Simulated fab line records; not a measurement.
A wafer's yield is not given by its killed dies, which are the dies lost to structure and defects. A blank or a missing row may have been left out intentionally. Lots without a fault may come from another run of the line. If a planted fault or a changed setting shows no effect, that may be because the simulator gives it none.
Comparing a struck lot with a sound one :: flow nand_harc :: 12 steps out of a route of 1302
Sound: the wafers L596.1, L596.4, L596.5. Wafers struck: L585.1, L585.3, L585.6. Last of all comes the cause.
At each step with rows: each side's tool, then ch and its chambers, then its first start. Under that, the readings that differ: sound wafers :: struck wafers :: difference of the means :: sigmas: that difference in standard deviations of wafers without a fault.
alike: same words and numbers on both sides, and readings whose means sit less than 2 such deviations apart. not compared: any withheld reading, any reading some wafer has no value for, any bound like >300 that may hide the same value, and any number with overlapping values for which the record gives no deviation.
A row with sigmas, a row that says differs or no value, or rows on one side alone: a step with any of these is where the two part. Numbers that have no deviation but don't overlap get no sigmas and don't part them. A reading that every wafer of one side lacks parts them only if that side has two wafers or more.

first, 3 steps without rows for these wafers: NHARC_A_STAIRCASE_PEB_439 (peb time 130 s); NHARC_A_STAIRCASE_DEVELOP_440 (time 140 s); NHARC_A_STAIRCASE_HARDBAKE_442 (time 140 s).
NHARC_A_STAIRCASE_DESCUM_443: chemistry O2, time 3 s.
  sound on rie_diel-06 ch 2,3, day 27 00:08; struck on rie_diel-01 ch 1,3, day 22 05:12
  alike: drypump_motor_current_A, oes_product_au, rf_vpp_V, showerhead_plenum_p_Torr, throttle_valve_pct
  not compared: rf_hours_counter_h
NHARC_A_STAIRCASE_ETCH_444: etches the open film in C4F8/O2, target depth 20400 nm, time 6800 s.
  sound on rie_diel-06 ch 0,2, day 27 00:13; struck on rie_diel-01 ch 0,1,3, day 22 05:17
  alike: oes_product_au, rf_vpp_V
  not compared: rf_hours_counter_h
NHARC_A_STAIRCASE_STRIP_446: strips in O2.
  sound on plasma_asher-02 ch 0,1, day 27 04:39; struck on plasma_asher-02 ch 0, day 22 09:43
  alike: drypump_motor_current_A, heater_power_w
  not compared: rf_hours_counter_h
then, 3 steps without rows for these wafers: NHARC_A_STAIRCASE_STRIP_447 (strips in SPM, time 900 s); NHARC_A_STAIRCASE_PRECLEAN_448 (cleans in SC1); NHARC_A_STAIRCASE_SRD_449.
NHARC_A_STAIRCASE_CMP_450: polishes SiO2, target thk 200 nm.
  sound on cmp-01 ch 0,1, day 27 05:25; struck on cmp-02 ch 1,3, day 22 10:27
  alike: edge_zone_pressure_frac, motor_current_A
NHARC_A_STAIRCASE_CMP_152: polishes.
  sound on cmp-01 ch 0,1, day 27 05:29; struck on cmp-02 ch 1,3, day 22 10:32
  no value came back on the struck wafers for edge_zone_pressure_frac, motor_current_A (A); on the sound wafers edge_zone_pressure_frac reads 1.002 1.009 1.005
-- record jumps: 5 days between struck wafers' starts before vs after; left off in module A_STAIRCASE, resumes in module END, first step shown is number 1302 of the route --
NHARC_END_SORT_01:
  sound on prober-01 ch 0, day 32 08:17; struck on prober-02 ch 0, day 27 14:43
reading: hold
sound: - - -
struck: await_dispo/7.0h/scrap await_dispo/7.0h/scrap await_dispo/7.0h/scrap
difference: no value on the sound wafers
sigmas: 

reading: killed_at_array
sound: 49 41 48
struck: 675 674 673
difference: +628
sigmas: +52

reading: killed_dies
sound: 54 46 62
struck: 677 677 677
difference: +623
sigmas: +48
  alike: killed_at_other, killed_at_periphery, killed_open, killed_short

## WHERE THEY PART
First at NHARC_A_STAIRCASE_CMP_152; last, within this record, at NHARC_END_SORT_01.

WHY: whatever the simulator had introduced
Skipped step whole: cmp-02, from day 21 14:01 on, at NHARC_A_STAIRCASE_CMP_152. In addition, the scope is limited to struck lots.
